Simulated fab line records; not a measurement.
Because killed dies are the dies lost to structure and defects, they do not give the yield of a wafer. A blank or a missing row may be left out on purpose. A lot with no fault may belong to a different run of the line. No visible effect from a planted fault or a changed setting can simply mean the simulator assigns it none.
Matching of chambers	flow nandHarc	NHARC_P_GATE_DESCUM_61 on rieDiel-03: 4 sister chambers
The step chemistry O2, time 3 s. 14 wafers are shown with their chamber, then 7 later ones without.

== EACH WAFER AND ITS CHAMBER ==
wafer	chamber	drypumpMotorCurrentA (A)	rfVppV (V)	throttleValvePct (%)
L369.3	3	6.4	58.5	11.330
L369.5	1	5.5	59.5	11.304
L369.6	2	5.4	57.9	11.330
L371.1	0	5.4	57.5	11.310
L371.3	2	5.4	57.7	11.304
L371.5	3	6.4	57.9	11.317
L370.1	0	5.4	56.4	11.319
L370.4	3	6.3	57.9	11.310
L370.6	3	6.3	57.4	11.311
L372.2	2	5.3	58.8	11.314
L372.5	0	5.4	56.7	11.331
L372.6	3	6.4	58.0	11.327
L377.2	0	5.4	57.9	11.309
L377.4	1	5.6	59.1	11.297

SIGNATURES (means of the wafers above)
reading	chamber 0	chamber 1	chamber 2	chamber 3	scatter within a chamber
drypumpMotorCurrentA	5.400	5.550	5.367	6.360	0.0486
rfVppV	57.125	59.300	58.133	57.940	0.532
throttleValvePct	11.31725	11.30050	11.31600	11.31900	0.0101
Rule: a wafer lies at a distance from a chamber equal to the root of the sum of squares, over the readings, of (its reading less the chamber's mean, divided by the reading's scatter). If the next closest chamber is less than 2 further off than the closest, the wafer can't be placed; otherwise it belongs to the closest. The scatter is the square root of a quotient: the sum, over the shown wafers, of each reading's squared deviation from its chamber's mean, divided by wafers minus chambers.

== WAFERS WHOSE CHAMBER IS MISSING ==
wafer	drypumpMotorCurrentA (A)	rfVppV (V)	throttleValvePct (%)
L377.5	5.4	57.2	11.312
L381.4	6.4	58.9	11.315
L381.5	5.4	60.3	11.294
L381.6	6.4	59.1	11.313
L385.2	6.4	56.4	11.313
L385.4	5.4	57.1	11.312
L385.6	5.6	58.0	11.318

== EACH ONE'S CHAMBER ==
wafer	from the rows above	in truth
L377.5	can't be placed: 0 or 2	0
L381.4	3	3
L381.5	can't be placed: 1 or 2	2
L381.6	3	3
L385.2	3	3
L385.4	can't be placed: 0 or 2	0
L385.6	can't be placed: 1 or 0 or 2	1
Placed correctly: 3 of 7. Cannot be placed on the basis of these rows: 4; the candidates contain the true chamber in 4. Placed wrongly: 0.
